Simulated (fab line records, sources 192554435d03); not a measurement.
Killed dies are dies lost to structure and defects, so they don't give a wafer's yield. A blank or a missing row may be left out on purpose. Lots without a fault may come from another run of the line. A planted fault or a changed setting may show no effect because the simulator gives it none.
Chamber matching | flow n5_finfet | N5_BEOL_M10_ETCH_65 on rie_diel-05: 4 sister chambers
The step etches SiARC in CF4, target depth 39 nm, time 65 s. 20 wafers are shown with their chamber, then 10 later ones without.

WAFERS WITH THEIR CHAMBER
wafer  | chamber | showerhead_plenum_p_Torr (Torr) | throttle_valve_pct (%) | drypump_motor_current_A (A)
L076.1 | 3       | 2.18                            | 15.42                  | 6.3
L076.2 | 1       | 2.07                            | 15.57                  | 5.8
L076.4 | 2       | 2.08                            | 15.70                  | 5.8
L078.2 | 2       | 2.08                            | 15.71                  | 5.7
L078.3 | 3       | 2.18                            | 15.39                  | 6.3
L078.6 | 0       | 2.15                            | 15.28                  | 5.7
L082.1 | 3       | 2.18                            | 15.41                  | 6.3
L082.2 | 2       | 2.08                            | 15.73                  | 5.8
L082.6 | 1       | 2.07                            | 15.60                  | 5.9
L081.2 | 1       | 2.07                            | 15.58                  | 5.9
L081.5 | 2       | 2.08                            | 15.73                  | 5.8
L081.6 | 3       | 2.18                            | 15.43                  | 6.3
L083.4 | 2       | 2.08                            | 15.73                  | 5.8
L083.5 | 0       | 2.15                            | 15.32                  | 5.7
L083.6 | 1       | 2.07                            | 15.60                  | 5.9
L086.1 | 1       | 2.06                            | 15.61                  | 5.9
L086.4 | 0       | 2.15                            | 15.33                  | 5.7
L086.6 | 2       | 2.07                            | 15.75                  | 5.8
L084.2 | 1       | 2.06                            | 15.62                  | 5.9
L084.4 | 3       | 2.18                            | 15.43                  | 6.2

SIGNATURES (means of the wafers above)
reading                  | chamber 0 | chamber 1 | chamber 2 | chamber 3 | scatter within a chamber
showerhead_plenum_p_Torr | 2.1500    | 2.0667    | 2.0783    | 2.1800    | 0.00368
throttle_valve_pct       | 15.3100   | 15.5967   | 15.7250   | 15.4160   | 0.019
drypump_motor_current_A  | 5.700     | 5.883     | 5.783     | 6.280     | 0.0393
Rule: a wafer's distance from a chamber is the root of the sum, over the readings, of the square of ((its reading less the chamber's mean) divided by the reading's scatter). The wafer belongs to the nearest chamber; if the next one is less than 2 further off, it can't be placed. The scatter: the root of (the sum of the squares of (reading less its chamber's mean) over the shown wafers, divided by (wafers less chambers)).

WAFERS WITHOUT THEIR CHAMBER
wafer  | showerhead_plenum_p_Torr (Torr) | throttle_valve_pct (%) | drypump_motor_current_A (A)
L084.6 | 2.06                            | 15.62                  | 5.9
L089.4 | 2.06                            | 15.63                  | 5.8
L089.5 | 2.07                            | 15.74                  | 5.8
L089.6 | 2.18                            | 15.45                  | 6.2
L092.1 | 2.06                            | 15.63                  | 5.9
L092.4 | 2.17                            | 15.46                  | 6.3
L092.5 | 2.17                            | 15.46                  | 6.3
L096.3 | 2.06                            | 15.67                  | 5.8
L096.4 | 2.17                            | 15.50                  | 6.2
L096.6 | 2.06                            | 15.67                  | 5.9

WHICH CHAMBER EACH WENT THROUGH
wafer  | from the rows above     | in truth
L084.6 | 1                       | 1
L089.4 | 1                       | 1
L089.5 | 2                       | 2
L089.6 | 3                       | 3
L092.1 | 1                       | 1
L092.4 | 3                       | 3
L092.5 | 3                       | 3
L096.3 | can't be placed: 1 or 2 | 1
L096.4 | 3                       | 3
L096.6 | 1                       | 1
Placed correctly: 9 of 10. Can't be placed from these rows: 1 (the true chamber is among the candidates in 1). Placed wrongly: 0.
